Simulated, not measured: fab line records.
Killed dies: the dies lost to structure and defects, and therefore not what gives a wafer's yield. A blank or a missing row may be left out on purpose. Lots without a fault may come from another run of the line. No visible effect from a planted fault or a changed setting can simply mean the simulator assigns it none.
Which tool was responsible?    flow n5 finfet    72 wafers from 24 lots sampled at 6 of the route's 1938 steps

## WHAT EACH GAUGE READ, for each wafer
N5_BEOL_M5_THK_MEAS_01.
lot   measured      on             M5_ILD_THK (nm)
L074  day 7 16:11   film metro-02  118.5 120.0 124.1
L075  day 8 00:36   film metro-02  118.0 118.8 120.3
L076  day 8 07:01   film metro-01  120.9 117.8 119.8
L077  day 8 08:46   film metro-02  116.0 119.3 119.5
L078  day 8 11:43   film metro-02  119.6 118.1 122.3
L079  day 8 22:11   film metro-01  117.5 120.1 124.4
L080  day 9 05:52   film metro-01  119.9 117.8 121.8
L081  day 9 21:01   film metro-02  120.9 120.7 120.9
L082  day 10 04:23  film metro-01  121.2 120.3 122.5
L083  day 10 19:01  film metro-01  120.1 119.7 121.6
L084  day 10 23:08  film metro-01  118.8 118.1 120.3
L085  day 11 01:40  film metro-01  121.6 121.0 122.5
L086  day 11 05:39  film metro-02  119.1 118.8 121.8
L088  day 11 06:26  film metro-02  120.1 120.5 122.1
L087  day 11 09:22  film metro-02  122.0 122.9 122.3
L089  day 11 12:26  film metro-02  120.6 122.4 122.8
L090  day 11 15:11  film metro-01  119.4 122.3 122.2
L091  day 12 14:29  film metro-02  118.8 120.6 121.1
L092  day 12 18:38  film metro-02  121.2 120.4 122.3
L094  day 12 21:31  film metro-01  119.5 121.0 121.7
L093  day 13 01:20  film metro-01  119.3 122.7 121.4
L095  day 13 16:13  film metro-02  117.9 118.3 120.0
L096  day 13 17:10  film metro-01  120.3 119.9 119.3
L097  day 13 19:19  film metro-01  119.3 121.7 123.3

N5_BEOL_M5_CD_MEAS_18: pitch 56 nm, target cd 28 nm.
lot   measured      on         cd nm (nm)
L074  day 7 18:55   cd sem-03  28.39 28.17 27.75
L075  day 8 02:22   cd sem-02  28.19 27.96 28.30
L076  day 8 08:21   cd sem-02  28.33 28.58 28.51
L077  day 8 10:37   cd sem-03  27.97 27.55 27.65
L078  day 8 14:45   cd sem-03  28.22 27.95 27.95
L079  day 9 00:47   cd sem-02  28.11 28.29 28.19
L080  day 9 07:47   cd sem-01  27.93 27.34 27.78
L081  day 9 22:41   cd sem-01  28.04 28.36 27.87
L082  day 10 06:47  cd sem-01  28.32 27.96 28.33
L083  day 10 20:49  cd sem-01  28.15 28.16 28.85
L084  day 11 00:35  cd sem-01  27.91 28.04 28.17
L085  day 11 04:49  cd sem-03  27.84 28.34 27.80
L086  day 11 08:17  cd sem-02  27.90 28.49 28.42
L088  day 11 08:29  cd sem-02  28.13 28.45 28.33
L087  day 11 12:54  cd sem-02  27.52 27.94 27.78
L089  day 11 14:08  cd sem-03  27.44 27.81 28.05
L090  day 11 18:46  cd sem-03  28.41 28.48 28.19
L091  day 12 15:52  cd sem-03  28.05 28.34 28.39
L092  day 12 20:35  cd sem-03  28.26 27.89 28.28
L094  day 13 00:50  cd sem-03  28.04 27.71 27.61
L093  day 13 02:57  cd sem-01  28.24 28.12 28.16
L095  day 13 18:23  cd sem-02  28.04 28.48 28.48
L096  day 13 18:34  cd sem-01  27.91 27.86 28.16
L097  day 13 21:22  cd sem-03  28.31 28.03 28.03

N5_BEOL_M5_CD_MEAS_28: target cd 30.6 nm, target cd y 20 nm.
lot   measured      on         cd nm (nm)
L074  day 7 19:21   cd sem-03  30.38 30.88 30.30
L075  day 8 02:48   cd sem-02  30.63 30.92 30.23
L076  day 8 09:01   cd sem-03  30.55 30.72 31.07
L077  day 8 15:49   cd sem-03  30.43 30.45 31.12
L078  day 8 15:46   cd sem-03  30.37 29.93 30.85
L079  day 9 03:11   cd sem-02  30.87 30.30 30.48
L080  day 9 09:25   cd sem-03  30.92 30.87 30.72
L081  day 9 23:08   cd sem-01  30.38 30.77 30.66
L082  day 10 07:13  cd sem-01  30.32 30.36 30.38
L083  day 10 21:13  cd sem-01  30.81 30.72 30.55
L084  day 11 02:50  cd sem-01  30.88 30.49 31.00
L085  day 11 06:43  cd sem-01  30.59 30.46 30.35
L086  day 11 11:31  cd sem-03  30.85 31.11 30.43
L088  day 11 11:41  cd sem-02  30.40 30.27 30.69
L087  day 11 16:55  cd sem-02  30.66 30.53 30.72
L089  day 11 17:07  cd sem-02  30.79 31.04 30.39
L090  day 11 21:18  cd sem-02  30.78 30.56 30.80
L091  day 12 18:29  cd sem-03  30.64 30.56 30.59
L092  day 12 22:49  cd sem-01  30.82 30.42 30.65
L094  day 13 01:18  cd sem-02  30.20 30.74 30.87
L093  day 13 04:03  cd sem-03  30.55 30.59 30.53
L095  day 13 19:07  cd sem-02  30.49 30.37 30.52
L096  day 13 19:10  cd sem-02  31.03 30.51 30.52
L097  day 13 22:58  cd sem-02  30.77 30.62 30.60

## EACH LOT AND THE TOOL THAT RAN IT (in order: tool; ch and the chambers of the sampled wafers; start)
lot   N5_BEOL_M4_ANNEAL_95          N5_BEOL_M5_PECVD_70              N5_BEOL_M5_HM_DEP_02
L074  pvd sputter-01, day 7 13:23   pecvd-01 ch 0,1,2, day 7 16:14   pvd sputter-01, day 7 17:58
L075  pvd sputter-01, day 7 21:49   pecvd-04 ch 0,1,2, day 8 00:38   pvd sputter-03, day 8 01:04
L076  pvd sputter-03, day 8 03:56   pecvd-01 ch 0,2, day 8 07:03     pvd sputter-03, day 8 07:13
L077  pvd sputter-01, day 8 05:56   pecvd-04 ch 1,2, day 8 08:48     pvd sputter-03, day 8 09:38
L078  pvd sputter-01, day 8 08:56   pecvd-04 ch 1,2, day 8 11:44     pvd sputter-02, day 8 13:41
L079  pvd sputter-02, day 8 19:24   pecvd-04 ch 1,2, day 8 22:13     pvd sputter-03, day 8 23:43
L080  pvd sputter-03, day 9 03:05   pecvd-03 ch 1,2, day 9 05:54     pvd sputter-03, day 9 06:41
L081  pvd sputter-01, day 9 18:11   pecvd-03 ch 0,1,2, day 9 21:02   pvd sputter-01, day 9 21:44
L082  pvd sputter-02, day 10 01:35  pecvd-04 ch 0,1,2, day 10 04:25  pvd sputter-03, day 10 05:22
L083  pvd sputter-03, day 10 16:08  pecvd-01 ch 0,1, day 10 19:03    pvd sputter-01, day 10 19:49
L084  pvd sputter-03, day 10 20:22  pecvd-01 ch 0,1,2, day 10 23:11  pvd sputter-03, day 10 23:27
L085  pvd sputter-03, day 10 22:53  pecvd-03 ch 1,2, day 11 01:43    pvd sputter-01, day 11 03:46
L086  pvd sputter-02, day 11 02:52  pecvd-01 ch 0,2, day 11 05:41    pvd sputter-01, day 11 06:43
L088  pvd sputter-01, day 11 03:32  pecvd-03 ch 1,2, day 11 06:29    pvd sputter-03, day 11 07:11
L087  pvd sputter-02, day 11 06:28  pecvd-04 ch 1,2, day 11 09:23    pvd sputter-01, day 11 11:50
L089  pvd sputter-03, day 11 09:40  pecvd-01 ch 0,1,2, day 11 12:29  pvd sputter-01, day 11 13:07
L090  pvd sputter-03, day 11 11:53  pecvd-01 ch 0,1,2, day 11 15:14  pvd sputter-03, day 11 17:41
L091  pvd sputter-02, day 12 11:26  pecvd-01 ch 1,2, day 12 14:31    pvd sputter-02, day 12 14:47
L092  pvd sputter-03, day 12 15:52  pecvd-01 ch 0,1,2, day 12 18:41  pvd sputter-03, day 12 19:25
L094  pvd sputter-03, day 12 18:43  pecvd-01 ch 1,2, day 12 21:33    pvd sputter-01, day 12 23:43
L093  pvd sputter-02, day 12 21:07  pecvd-04 ch 1,2, day 13 01:22    pvd sputter-01, day 13 01:47
L095  pvd sputter-03, day 13 12:41  pecvd-01 ch 0,1,2, day 13 16:16  pvd sputter-01, day 13 17:14
L096  pvd sputter-02, day 13 14:07  pecvd-01 ch 0,1,2, day 13 17:12  pvd sputter-01, day 13 17:34
L097  pvd sputter-02, day 13 15:57  pecvd-01 ch 0,1,2, day 13 19:21  pvd sputter-01, day 13 20:15
- N5_BEOL_M4_ANNEAL_95: time 240 s.
- N5_BEOL_M5_PECVD_70: deposits SiO2 from TEOS/O2, target thk 16 nm, time 18 s.
- N5_BEOL_M5_HM_DEP_02: deposits TiN, target thk 20 nm.

## AS READ BY THE TOOLS THEMSELVES (means over the sampled wafers that have a number; for cases with no such wafer, the mark the record gives instead)
N5_BEOL_M4_ANNEAL_95.
lot   tool            heater power w (W)
L074  pvd sputter-01  835
L075  pvd sputter-01  739
L076  pvd sputter-03  871
L077  pvd sputter-01  802
L078  pvd sputter-01  782
L079  pvd sputter-02  871
L080  pvd sputter-03  897
L081  pvd sputter-01  831
L082  pvd sputter-02  853
L083  pvd sputter-03  924
L084  pvd sputter-03  924
L085  pvd sputter-03  924
L086  pvd sputter-02  850
L088  pvd sputter-01  854
L087  pvd sputter-02  812
L089  pvd sputter-03  959
L090  pvd sputter-03  915
L091  pvd sputter-02  840
L092  pvd sputter-03  879
L094  pvd sputter-03  906
L093  pvd sputter-02  808
L095  pvd sputter-03  895
L096  pvd sputter-02  809
L097  pvd sputter-02  818

N5_BEOL_M5_PECVD_70.
lot   tool      chamber pressure Torr (Torr)  heater power outer w (W)  heater power w (W)  showerhead plenum p Torr (Torr)  throttle valve pct (%)
L074  pecvd-01  5.500                         484                       779                 8.81                             22.3
L075  pecvd-04  5.500                         529                       861                 8.80                             21.9
L076  pecvd-01  5.514                         489                       788                 8.85                             22.1
L077  pecvd-04  5.493                         534                       805                 8.80                             22.8
L078  pecvd-04  5.503                         562                       849                 8.82                             21.8
L079  pecvd-04  5.500                         522                       808                 8.80                             21.9
L080  pecvd-03  5.514                         391                       635                 8.78                             23.1
L081  pecvd-03  5.502                         388                       603                 8.75                             23.1
L082  pecvd-04  5.509                         496                       816                 8.81                             21.9
L083  pecvd-01  5.498                         421                       711                 8.79                             22.9
L084  pecvd-01  5.497                         504                       807                 8.82                             22.2
L085  pecvd-03  5.501                         406                       661                 8.78                             23.1
L086  pecvd-01  5.510                         495                       751                 8.82                             22.0
L088  pecvd-03  5.499                         406                       664                 8.77                             23.2
L087  pecvd-04  5.486                         532                       810                 8.82                             21.8
L089  pecvd-01  5.483                         464                       751                 8.82                             22.2
L090  pecvd-01  5.505                         505                       814                 8.81                             22.3
L091  pecvd-01  5.502                         506                       851                 8.85                             22.3
L092  pecvd-01  5.505                         442                       730                 8.81                             22.3
L094  pecvd-01  5.504                         447                       776                 8.84                             22.3
L093  pecvd-04  5.523                         548                       849                 8.81                             22.8
L095  pecvd-01  5.489                         490                       802                 8.82                             22.2
L096  pecvd-01  5.502                         482                       772                 8.82                             22.1
L097  pecvd-01  5.506                         503                       811                 8.82                             22.2

N5_BEOL_M5_HM_DEP_02.
lot   tool            throttle valve pct (%)
L074  pvd sputter-01  30.9
L075  pvd sputter-03  31.0
L076  pvd sputter-03  30.8
L077  pvd sputter-03  30.3
L078  pvd sputter-02  30.1
L079  pvd sputter-03  30.1
L080  pvd sputter-03  29.3
L081  pvd sputter-01  30.0
L082  pvd sputter-03  29.2
L083  pvd sputter-01  30.9
L084  pvd sputter-03  31.1
L085  pvd sputter-01  30.0
L086  pvd sputter-01  30.1
L088  pvd sputter-03  31.6
L087  pvd sputter-01  30.6
L089  pvd sputter-01  29.7
L090  pvd sputter-03  30.1
L091  pvd sputter-02  30.7
L092  pvd sputter-03  30.0
L094  pvd sputter-01  30.5
L093  pvd sputter-01  29.9
L095  pvd sputter-01  30.9
L096  pvd sputter-01  30.3
L097  pvd sputter-01  30.3

## THE ANSWER, worked out from the rows above alone
Rule: the lots themselves supply what counts as usual. The widest of any qualifying gaps counts: lots, ordered by their means at a reading, are off when they make up no more than a third of the lots, leave a main group of 4 or more, and stand apart from it by 3 or more times the standard deviation of that group's means. The tables above print the reading to a certain number of digits; a main group whose means all agree to those digits is not used. Also off: a lot with no number at a reading for which 4 or more lots have one. All remaining lots with rows at the step are treated as sound. The gauges are gone through in route order, then the tools' own readings, and for those a lot's mean is taken as printed above. At the first step where some lot is off, the reading lying furthest off is the one used; lots without a number count as furthest.
None of the lots is off at any reading shown; this tells nothing.

## WHAT THE SIMULATOR PUT IN
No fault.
